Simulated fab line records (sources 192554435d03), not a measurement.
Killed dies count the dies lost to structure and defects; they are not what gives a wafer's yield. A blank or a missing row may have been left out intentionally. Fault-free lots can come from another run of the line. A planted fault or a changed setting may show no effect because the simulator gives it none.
A lot that was struck, set against a sound lot || flow n5 finfet || 16 steps out of a route of 1938
Sound: the wafers L432.1, L432.3. The struck wafers were L422.1, L422.5, L422.6. The cause is named last.
At each step with rows: each side's tool, then ch and its chambers, then its first start. Under that, the readings that differ: sound wafers || struck wafers || difference of the means || sigmas: that difference in standard deviations of wafers without a fault.
alike: same words and numbers on both sides, and readings whose means sit less than 2 such deviations apart. not compared: any withheld reading, any reading some wafer has no value for, any bound like >300 that may hide the same value, and any number with overlapping values for which the record gives no deviation.
A row with sigmas, a row that says differs or no value, or rows on one side alone: a step with any of these is where the two part. When numbers do not overlap yet have no deviation, they are printed without sigmas and do not part them. A reading missing from all wafers of one side parts the sides only when that side holds two or more wafers.

first, 12 steps without rows for these wafers: N5_HKMG_FIN_ETCH_31 (etches SiARC in CF4, target depth 45.5 nm, time 75.8 s); N5_HKMG_FIN_ETCH_32 (etches SOC in N2/H2, target depth 240 nm, time 300 s); N5_HKMG_FIN_STRIP_33 (strips in N2/H2); N5_HKMG_FIN_STRIP_34 (strips in CF4); N5_HKMG_FIN_ETCH_35 (etches SOC in N2/H2, target depth 215.8 nm, time 243.4 s); N5_HKMG_FIN_STRIP_92 (strips SOC in N2/H2, time 20 s); N5_HKMG_FIN_WET_ETCH_18 (etches TiN in SC1, time 55 s, target depth 5.2 nm, rinse time 30 s); N5_HKMG_FIN_STRIP_19 (strips in N2/H2, time 360 s); N5_HKMG_FIN_ALD_91 (deposits TiN, target thk 1 nm, pulse time 1 s, purge time 3 s); N5_HKMG_FIN_COAT_85 (time 60 s, resist thk 300 nm); N5_HKMG_FIN_ETCH_86 (etches SOC in N2/H2, stops on TiN, target depth 393.2 nm); N5_HKMG_FIN_STRIP_89 (strips SOC in N2/H2, time 20 s).
N5_HKMG_FIN_WET_ETCH_87: etches TiN in SC1, time 154.2 s, target depth 4.7 nm, rinse time 30 s.
  sound on wet bench-01 ch 2,4, day 7 22:07; struck on wet bench-01 ch 2,3,7, day 5 12:24
  no value came back on the struck wafers for bath guard temp C (C), bath heat duty pct (%), diw flow mL min; on the sound wafers bath guard temp C (C) reads 49.1 50.2
then, 1 step without rows for these wafers: N5_HKMG_FIN_STRIP_88 (strips in N2/H2, time 360 s).
N5_BEOL_M4_RC_MEAS_101:
  the record has rows for the sound wafers here (prober-01 ch 0, day 12 10:06) and none for the struck ones
-- here the record skips 8 days between the struck wafers' starts before and after, leaving off in module BEOL_M4 and picking up in module PASSIVATION (first step shown: number 1936 of the route) --
N5_PASSIVATION_PROBE_49:
  struck on prober-02, day 13 11:20; sound on prober-01, day 17 02:24
{"reading": "defect limited yield (%)", "sound": "92.7 92.0", "struck": "0 0 0", "difference": -92, "sigmas": -62}
{"reading": "killed at front end", "sound": "28 33", "struck": "1117 1101 1108", "difference": "+1078", "sigmas": "+98"}
{"reading": "killed dies", "sound": "86 94", "struck": "1180 1180 1180", "difference": "+1090", "sigmas": "+61"}
{"reading": "killed on rim", "sound": "13 11", "struck": "152 152 152", "difference": "+140", "sigmas": "+32"}
{"reading": "sort_bin_5_function (%)", "sound": "4.8 4.8", "struck": "97.1 96.6 96.0", "difference": "+91.8", "sigmas": "+92"}
{"reading": "sort n pass", "sound": "1094 1086", "struck": "0 0 0", "difference": -1090, "sigmas": -50}
  alike: killed_at_M0_to_M3, killed_at_M4_up, killed at contacts, killed at other, killed open, killed short, sort_bin_6_memory, sort_bin_8_speed

## WHERE THEY PART
Earliest at N5_HKMG_FIN_WET_ETCH_87; latest, in this record, at N5_PASSIVATION_PROBE_49.

WHY: whatever the simulator had introduced
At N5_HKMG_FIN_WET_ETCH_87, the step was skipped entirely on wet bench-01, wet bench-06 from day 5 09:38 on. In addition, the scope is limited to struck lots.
